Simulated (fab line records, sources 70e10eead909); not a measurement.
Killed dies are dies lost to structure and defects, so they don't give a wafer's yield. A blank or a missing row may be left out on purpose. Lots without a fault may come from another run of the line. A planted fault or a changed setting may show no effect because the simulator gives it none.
A struck lot beside a sound one | flow nand_harc | 18 steps out of a route of 1159
Sound: wafers L945.1, L945.2, L945.3. Struck: wafers L956.2, L956.4, L956.5. The cause comes at the end.
At each step with rows: each side's tool, then ch and its chambers, then its first start. Under that, the readings that differ: sound wafers | struck wafers | difference of the means | sigmas: that difference in standard deviations of wafers without a fault.
alike: readings whose means differ by less than 2 such deviations, and words and numbers that are the same on both sides. not compared: withheld readings, readings that some wafer has no value for, bounds like >300 that may hide the same value, and numbers for which the record gives no deviation and whose values overlap.
The two part at a step that has a row with sigmas, a row that says differs or no value, or rows on one side only. Numbers that don't overlap but have no deviation are shown without sigmas and don't part them. A reading that every wafer of one side lacks parts them only if that side has two wafers or more.

NHARC_A_BLC_CVD_24: deposits W, target thk 150 nm, time 434 s.
  sound on cvd_w-01 ch 0,1; struck on cvd_w-02 ch 0,1
  reading                | sound       | struck      | difference | sigmas
  throttle_valve_pct (%) | 8.2 8.7 8.4 | 7.5 8.1 7.6 | -0.7       | -2
  alike: heater_power_w, mfc_h2_sccm
  not compared: since_wet_clean_h
NHARC_A_BLC_CMP_25: polishes, t overpolish 30 s, target thk 150 nm.
  sound on cmp-03 ch 1,2,3, day 17 06:22; struck on cmp-04 ch 0,2,3, day 20 03:22
  alike: motor_current_A, overpolish_run_s, time_to_endpoint_s
then, 1 step without rows for these wafers: NHARC_A_BLC_SRD_27.
NHARC_A_BLC_INSPECT_28:
  sound on defect_inspect-02, day 17 06:46; struck on defect_inspect-01, day 20 03:43
  reading          | sound       | struck      | difference | sigmas
  raw_defect_count | 423 663 484 | 296 367 283 | -208       | -2
then, 7 steps without rows for these wafers: NHARC_A_M0_DEP_00 (deposits SiOC, target thk 150 nm); NHARC_A_M0_DEHYDRATE_01 (time 120 s); NHARC_A_M0_HMDS_02 (time 30 s); NHARC_A_M0_COAT_33 (time 65 s); NHARC_A_M0_COAT_03 (resist thk 90 nm); NHARC_A_M0_SOFTBAKE_04 (time 55 s); NHARC_A_M0_EBR_05.
NHARC_A_M0_EXPOSE_06: exposes mask A M0, target cd 80 nm.
  sound on arfi_scanner-03 ch 0, day 17 07:32; struck on arfi_scanner-03 ch 0, day 20 04:34
  reading                      | sound                   | struck            | difference | sigmas
  model.A_M0.overlay_x_nm (nm) | -0.9651 -0.9651 -0.9651 | 8.028 8.028 8.028 | +8.993     |
  alike: mask, focus_offset_nm
then, 2 steps without rows for these wafers: NHARC_A_M0_PEB_07 (peb time 65 s); NHARC_A_M0_DEVELOP_08 (develop time 35 s).
NHARC_A_M0_CD_MEAS_09: target cd 80 nm.
  sound on cd_sem-01 ch 0, day 17 07:40; struck on cd_sem-03 ch 0, day 20 04:43
  alike: cd_nm
NHARC_A_M0_OVL_MEAS_10: pitch 160 nm.
  sound on overlay-02, day 17 07:46; struck on overlay-01, day 20 04:47
  reading           | sound          | struck      | difference | sigmas
  overlay_x_nm (nm) | -1.2 -0.8 -1.6 | 7.4 7.8 8.2 | +9.0       | +12
  alike: overlay_y_nm
NHARC_A_M0_INSPECT_11:
  sound on defect_inspect-01, day 17 07:48; struck on defect_inspect-01, day 20 04:50
  alike: raw_defect_count
NHARC_END_SORT_01:
  sound on prober-01 ch 0, day 19 13:03; struck on prober-01 ch 0, day 22 00:15
  alike: defect_limited_yield, killed_at_array, killed_at_other, killed_at_periphery, killed_dies, killed_open, killed_short, sort_bin_2_pct, sort_bin_3_pct, sort_bin_4_pct, sort_n_pass, sort_rim_yield_pct, sort_yield_pct

WHERE THEY PART
First at NHARC_A_BLC_CVD_24; last, within this record, at NHARC_A_M0_OVL_MEAS_10. Later steps at which nothing parts them and some readings are alike: NHARC_A_M0_INSPECT_11, NHARC_END_SORT_01.

WHY: what the simulator had put in
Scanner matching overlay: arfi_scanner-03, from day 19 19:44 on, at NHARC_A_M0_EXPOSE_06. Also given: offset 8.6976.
